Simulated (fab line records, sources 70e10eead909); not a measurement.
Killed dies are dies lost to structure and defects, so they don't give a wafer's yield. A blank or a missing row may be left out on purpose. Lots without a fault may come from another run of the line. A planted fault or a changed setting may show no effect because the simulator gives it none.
Which tool did it? | flow nand_harc | 14 lots, 42 wafers sampled, at 4 steps of a route of 1302

WHAT THE GAUGES READ, wafer by wafer
NHARC_P_START_INSPECT_01.
lot  | measured     | on                | raw_defect_count
L253 | day 1 20:02  | defect_inspect-01 | 7 3 2
L254 | day 2 06:02  | defect_inspect-01 | 3 3 4
L255 | day 2 16:02  | defect_inspect-02 | 0 1 1
L256 | day 3 02:02  | defect_inspect-02 | 3 4 3
L257 | day 3 12:02  | defect_inspect-02 | 2 5 4
L262 | day 5 14:02  | defect_inspect-01 | 2 1 3
L263 | day 6 00:03  | defect_inspect-02 | 5 3 2
L270 | day 8 22:02  | defect_inspect-02 | 1 3 2
L271 | day 9 08:02  | defect_inspect-01 | 3 4 5
L272 | day 9 18:02  | defect_inspect-01 | 5 6 3
L273 | day 10 04:02 | defect_inspect-02 | 2 4 4
L274 | day 10 14:02 | defect_inspect-02 | 3 1 3
L275 | day 11 00:02 | defect_inspect-02 | 3 2 5
L276 | day 11 10:02 | defect_inspect-01 | 7 2 1

NHARC_P_STI_OCD_MEAS_43.
lot  | measured     | on     | trench_depth_nm (nm) | trench_foot_cd_nm (nm)
L253 | day 2 20:47  | ocd-02 | 296 292 298          | 158.5 161.1 160.4
L254 | day 3 07:30  | ocd-02 | 302 298 300          | 154.3 156.1 154.2
L255 | day 3 17:25  | ocd-02 | 302 301 301          | 159.5 160.8 158.3
L256 | day 4 02:33  | ocd-01 | 301 308 309          | 155.5 157.4 154.6
L257 | day 4 12:32  | ocd-02 | 296 294 296          | 158.9 158.2 159.0
L270 | day 9 21:56  | ocd-01 | 297 303 295          | 160.1 159.7 157.5
L271 | day 10 07:54 | ocd-01 | 297 296 296          | 159.9 161.4 154.9
L272 | day 10 22:17 | ocd-01 | 302 301 304          | 158.4 157.6 156.5
L273 | day 11 08:16 | ocd-01 | 303 297 296          | 159.0 160.6 158.5
L274 | day 11 19:04 | ocd-02 | 305 303 300          | 158.2 156.8 158.9
L275 | day 12 00:01 | ocd-02 | 297 299 298          | 161.6 157.3 160.6
L276 | day 12 09:33 | ocd-02 | 296 293 292          | 158.9 161.7 158.8

WHICH TOOL RAN EACH LOT (tool, then ch and the chambers of the sampled wafers, then the start)
lot  | NHARC_P_ZERO_WELL_DEVELOP_51      | NHARC_P_ZERO_WELL_RTA_42
L253 | litho_track-03 ch 0, day 2 01:00  | rtp_anneal-02 ch 0, day 2 03:14
L254 | litho_track-03 ch 0, day 2 11:00  | rtp_anneal-02 ch 0, day 2 13:09
L255 | litho_track-07 ch 0, day 2 21:00  | rtp_anneal-01 ch 0, day 2 23:07
L256 | litho_track-05 ch 0, day 3 08:00  | rtp_anneal-02 ch 0, day 3 09:53
L257 | litho_track-03 ch 0, day 3 17:00  | rtp_anneal-02 ch 0, day 3 19:20
L262 | litho_track-05, day 5 19:00       | rtp_anneal-02 ch 0, day 5 20:47
L263 | litho_track-03, day 6 05:00       | rtp_anneal-02 ch 0, day 6 07:04
L270 | litho_track-07 ch 0, day 9 03:00  | rtp_anneal-01 ch 0, day 9 05:01
L271 | litho_track-03 ch 0, day 9 13:00  | rtp_anneal-02 ch 0, day 9 14:51
L272 | litho_track-03 ch 0, day 9 23:00  | rtp_anneal-01 ch 0, day 10 01:17
L273 | litho_track-05 ch 0, day 10 10:00 | rtp_anneal-01 ch 0, day 10 11:23
L274 | litho_track-05 ch 0, day 11 01:00 | rtp_anneal-02 ch 0, day 11 02:34
L275 | litho_track-05 ch 0, day 11 05:00 | rtp_anneal-02 ch 0, day 11 06:55
L276 | litho_track-05 ch 0, day 11 15:00 | rtp_anneal-02 ch 0, day 11 17:05
- NHARC_P_ZERO_WELL_DEVELOP_51: time 70 s.
- NHARC_P_ZERO_WELL_RTA_42: time 300 s.

WHAT THE TOOLS THEMSELVES READ (means of the sampled wafers that have a number; where no wafer has one, the mark that the record gives instead)
NHARC_P_ZERO_WELL_DEVELOP_51.
lot  | tool           | chill_plate_temp_C (C) | exhaust_pa (Pa)
L253 | litho_track-03 | 23.01                  | 45.6
L254 | litho_track-03 | 22.90                  | 44.8
L255 | litho_track-07 | 22.88                  | 45.0
L256 | litho_track-05 | 22.96                  | 44.9
L257 | litho_track-03 | 22.93                  | 45.9
L262 | litho_track-05 | -                      | -
L263 | litho_track-03 | -                      | -
L270 | litho_track-07 | 23.01                  | 44.7
L271 | litho_track-03 | 23.08                  | 44.9
L272 | litho_track-03 | 23.02                  | 44.9
L273 | litho_track-05 | 23.00                  | 43.9
L274 | litho_track-05 | 23.03                  | 45.4
L275 | litho_track-05 | 23.06                  | 45.5
L276 | litho_track-05 | 22.96                  | 45.3

NHARC_P_ZERO_WELL_RTA_42.
lot  | tool          | anneal_temp_c_max | lamp_power_pct (%) | wafer_temp_C_max
L253 | rtp_anneal-02 | 1106.0            | 46                 | 1105.7
L254 | rtp_anneal-02 | 1105.3            | 45                 | 1106.4
L255 | rtp_anneal-01 | 1105.5            | 33                 | 1104.9
L256 | rtp_anneal-02 | 1105.2            | 45                 | 1105.6
L257 | rtp_anneal-02 | 1105.7            | 45                 | 1105.9
L262 | rtp_anneal-02 | 1105.4            | 45                 | 1104.5
L263 | rtp_anneal-02 | 1105.1            | 46                 | 1105.9
L270 | rtp_anneal-01 | 1104.8            | 33                 | 1105.4
L271 | rtp_anneal-02 | 1104.4            | 46                 | 1104.7
L272 | rtp_anneal-01 | 1105.7            | 33                 | 1105.1
L273 | rtp_anneal-01 | 1106.5            | 33                 | 1106.2
L274 | rtp_anneal-02 | 1105.8            | 45                 | 1105.9
L275 | rtp_anneal-02 | 1106.6            | 45                 | 1106.0
L276 | rtp_anneal-02 | 1105.8            | 46                 | 1105.0

THE ANSWER, worked out from the rows above alone
Rule: what is usual is taken from the lots themselves. Put in order of their means at a reading, lots are off if they are a third of the lots or fewer, leave a main group of 4 or more, and stand apart from it by a gap of 3 or more times the standard deviation of the main group's means; of several such gaps the widest counts. A main group whose means are all the same, to the digits that the tables above print for the reading, isn't used. A lot without any number at a reading at which 4 lots or more have one is off too. The other lots that the step has rows for count as sound. The gauges are gone through in route order, then the tools' own readings, and for those a lot's mean is taken as printed above. The first step at which some lot is off is used, and at that step the reading that is off furthest; a lot without a number counts as furthest.
Off: L262, L263, at NHARC_P_ZERO_WELL_DEVELOP_51 (chill_plate_temp_C). Without a number there: L262, L263. The main group: mean 22.99 C, standard deviation 0.059.
A tool fits if, at that step or a process step before it, it ran every lot that is off, and no sound lot after the first of them. None of those tried fits.

WHAT THE SIMULATOR HAD PUT IN
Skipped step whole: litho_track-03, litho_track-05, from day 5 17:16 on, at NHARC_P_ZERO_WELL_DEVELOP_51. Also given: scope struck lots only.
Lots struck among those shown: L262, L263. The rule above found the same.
